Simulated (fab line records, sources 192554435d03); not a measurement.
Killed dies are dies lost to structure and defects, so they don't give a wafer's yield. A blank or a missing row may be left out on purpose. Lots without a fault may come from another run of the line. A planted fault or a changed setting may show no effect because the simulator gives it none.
Problem report in the 8D (eight disciplines) form, filled by code | flow n5_finfet | the parts of the form that need people (team, actions taken, sign-off) are left out

1. THE PROBLEM
killed_at_M0_to_M3 at N5_PASSIVATION_PROBE_49 reads a mean of 1107 on 9 wafers of 3 lots; wafers without a fault read 34 with a standard deviation of 9.6. That is +99 or more standard deviations from the usual mean.
First seen on wafer L113.2, day 18 12:34, on prober-01. The record holds 14 wafers of 5 lots with a number at this step. Rule for "out", or "out of limits": more than 4 standard deviations from the usual mean. The other wafers with a number count as sound.

2. WHAT IT IS AND WHAT IT IS NOT
question                    | is                                                                                                | is not
which readings at this step | killed_at_M0_to_M3, defect_limited_yield, killed_dies, killed_on_rim, sort_n_pass, sort_yield_pct | killed_at_contacts, killed_at_other, killed_short, sort_bin_4_leakage
which lots                  | L113, L114, L116                                                                                  | L108, L111
which wafers of those lots  | all that have a number                                                                            | -
read on which tools         | prober-01, prober-02                                                                              | -
when                        | from day 18 12:34                                                                                 | up to then (5 sound wafers)

3. SUSPECTS, AND WHAT RULES EACH OUT
Counting: a tool at a process step up to the reading stays a suspect if it ran every lot that is out and no sound lot after the first of them.
- pecvd-01 at N5_BEOL_M0_SAQP_PECVD_97 (deposits SiNx from SiH4/NH3/N2, target thk 23 nm, time 19.9 s): kept. It ran every lot that is out, first L113 (day 8 13:14), and no sound lot after that; its last sound lot up to then is L111 (day 7 19:29).
Left after counting: pecvd-01 at N5_BEOL_M0_SAQP_PECVD_97.

4. THE CAUSE (what the simulator had put in)
Process parameter drift: pecvd-01, from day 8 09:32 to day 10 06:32, at N5_BEOL_M0_SAQP_PECVD_97. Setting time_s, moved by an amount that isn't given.
Counting left only this tool.

5. THE CHAIN OF EFFECTS, in route order
Each row: a reading whose mean over the struck wafers that have a number lies more than 3 standard deviations from the usual. Only readings for which the record gives a usual standard deviation are gone through. hours: the time from each lot's start at the first step in this table that gives one to its start at this step, as a median over the lots. sigmas: the change in usual standard deviations.
hours | step                    | reading              | usual  | on struck wafers | change | sigmas
0     | N5_PASSIVATION_PROBE_49 | defect_limited_yield | 91.1 % | 0.0              | -91.1  | -65
0     | N5_PASSIVATION_PROBE_49 | killed_at_M0_to_M3   | 34     | 1107             | +1073  | +99 or more
0     | N5_PASSIVATION_PROBE_49 | killed_dies          | 105    | 1180             | +1075  | +63
0     | N5_PASSIVATION_PROBE_49 | killed_on_rim        | 14     | 152              | +138   | +32
0     | N5_PASSIVATION_PROBE_49 | sort_n_pass          | 1075   | 0                | -1075  | -63
0     | N5_PASSIVATION_PROBE_49 | sort_yield_pct       | 91.1 % | 0.0              | -91.1  | -65
The process steps in it:
- N5_PASSIVATION_PROBE_49

6. WHAT WOULD HAVE CAUGHT IT SOONER
In this record the first reading out of limits was taken at day 18 12:34, 243 hours after the fault began at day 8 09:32.
Of the tool readings at N5_BEOL_M0_SAQP_PECVD_97 for which the record gives a usual standard deviation, none was out on any struck wafer, so an alarm limit of 4 standard deviations on them would not have fired.
All the lots that are out (3) had begun N5_BEOL_M0_SAQP_PECVD_97 on pecvd-01 by day 18 12:34. A hold on the tool at that time would have spared none of them.
